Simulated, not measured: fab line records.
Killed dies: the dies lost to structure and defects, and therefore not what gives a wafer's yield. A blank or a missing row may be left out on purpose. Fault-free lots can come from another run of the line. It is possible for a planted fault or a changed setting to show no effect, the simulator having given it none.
Chamber matching / flow n5 finfet / N5_BEOL_M5_PRE_CLEAN_77 on cvd co-02 has 3 sister chambers
The step time 15 s. 6 wafers are shown with their chamber, then 12 later ones without.

## WAFERS, EACH WITH ITS CHAMBER
wafer=L084.6; chamber=2; heater power w (W)=76
wafer=L085.4; chamber=2; heater power w (W)=75
wafer=L089.1; chamber=0; heater power w (W)=77
wafer=L086.2; chamber=1; heater power w (W)=82
wafer=L086.4; chamber=1; heater power w (W)=84
wafer=L086.5; chamber=0; heater power w (W)=77

## WAFERS WITH NO CHAMBER GIVEN
wafer=L090.1; heater power w (W)=76
wafer=L090.2; heater power w (W)=74
wafer=L090.6; heater power w (W)=76
wafer=L092.2; heater power w (W)=78
wafer=L092.3; heater power w (W)=86
wafer=L092.6; heater power w (W)=86
wafer=L091.1; heater power w (W)=88
wafer=L091.2; heater power w (W)=74
wafer=L091.3; heater power w (W)=76
wafer=L097.4; heater power w (W)=76
wafer=L097.5; heater power w (W)=74
wafer=L097.6; heater power w (W)=88

## WHICH CHAMBER EACH ONE RAN IN
wafer=L090.1; from the rows above=can't be placed: 2 or 0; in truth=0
wafer=L090.2; from the rows above=can't be placed: 2 or 0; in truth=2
wafer=L090.6; from the rows above=can't be placed: 2 or 0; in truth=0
wafer=L092.2; from the rows above=can't be placed: 0 or 2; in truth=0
wafer=L092.3; from the rows above=1; in truth=1
wafer=L092.6; from the rows above=1; in truth=1
wafer=L091.1; from the rows above=1; in truth=1
wafer=L091.2; from the rows above=can't be placed: 2 or 0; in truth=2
wafer=L091.3; from the rows above=can't be placed: 2 or 0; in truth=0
wafer=L097.4; from the rows above=can't be placed: 2 or 0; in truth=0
wafer=L097.5; from the rows above=can't be placed: 2 or 0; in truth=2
wafer=L097.6; from the rows above=1; in truth=1
Correctly placed: 4 of 12. Can't be placed from these rows: 8 (the true chamber is among the candidates in 8). 0 placed wrongly.
How it was worked out, from the rows above alone: a wafer's distance from a chamber is the root of the sum, over the readings, of the square of ((its reading less the chamber's mean) divided by the reading's scatter). If the next closest chamber is less than 2 further off than the closest, the wafer can't be placed; otherwise it belongs to the closest. Each chamber's mean is taken over the wafers shown for it. The scatter is the square root of a quotient: the sum, over the shown wafers, of each reading's squared deviation from its chamber's mean, divided by wafers minus chambers.
